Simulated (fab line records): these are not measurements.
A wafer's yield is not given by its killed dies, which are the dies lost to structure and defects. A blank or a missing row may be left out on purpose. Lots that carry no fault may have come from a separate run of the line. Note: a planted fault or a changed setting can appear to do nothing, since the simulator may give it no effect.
Which tool is to blame? || flow n5-finfet || 12 lots (36 wafers sampled), 1 step of a 1938-step route

== WHAT THE GAUGES READ, wafer by wafer ==
N5_MOL_CONTACT_COAG_CD_MEAS_84: the cd target is 25.1 nm.
{"lot": "L075", "measured": "day 5 13:46", "on": "cd-sem-01", "cd-nm (nm)": "25.19 25.33 25.22"}
{"lot": "L077", "measured": "day 5 20:46", "on": "cd-sem-01", "cd-nm (nm)": "25.74 24.76 24.72"}
{"lot": "L079", "measured": "day 6 10:31", "on": "cd-sem-02", "cd-nm (nm)": "25.60 25.14 25.09"}
{"lot": "L081", "measured": "day 6 23:34", "on": "cd-sem-01", "cd-nm (nm)": "24.74 25.01 24.81"}
{"lot": "L083", "measured": "day 7 08:26", "on": "cd-sem-02", "cd-nm (nm)": "25.89 25.88 25.23"}
{"lot": "L085", "measured": "day 7 23:11", "on": "cd-sem-03", "cd-nm (nm)": "24.94 25.43 24.96"}
{"lot": "L087", "measured": "day 8 12:17", "on": "cd-sem-03", "cd-nm (nm)": "24.73 25.00 24.94"}
{"lot": "L089", "measured": "day 8 22:02", "on": "cd-sem-03", "cd-nm (nm)": "25.01 24.90 25.02"}
{"lot": "L091", "measured": "day 9 07:13", "on": "cd-sem-03", "cd-nm (nm)": "25.08 24.83 25.22"}
{"lot": "L093", "measured": "day 9 18:28", "on": "cd-sem-03", "cd-nm (nm)": "24.92 24.86 24.78"}
{"lot": "L095", "measured": "day 10 09:11", "on": "cd-sem-01", "cd-nm (nm)": "25.15 25.20 25.24"}
{"lot": "L097", "measured": "day 10 19:16", "on": "cd-sem-02", "cd-nm (nm)": "25.06 25.06 24.92"}

== WHAT TOOL EACH LOT RAN ON (gives the tool, then ch and the chambers of the sampled wafers, and finally the start) ==
No process step before these readings appears in the record.

== THE ANSWER, worked out from the rows above alone ==
Rule: what is usual is taken from the lots themselves. Put in order of their means at a reading, lots are off if they are a third of the lots or fewer, leave a main group of 4 or more, and stand apart from it by a gap of 3 or more times the standard deviation of the main group's means; of several such gaps the widest counts. Not used: any main group whose means are identical at the precision the tables above print for the reading. Also off: a lot with no number at a reading for which 4 or more lots have one. Any other lot the step has rows for is counted as sound.
None of the lots is off at any reading shown; this tells nothing.

== WHAT HAD BEEN PUT IN BY THE SIMULATOR ==
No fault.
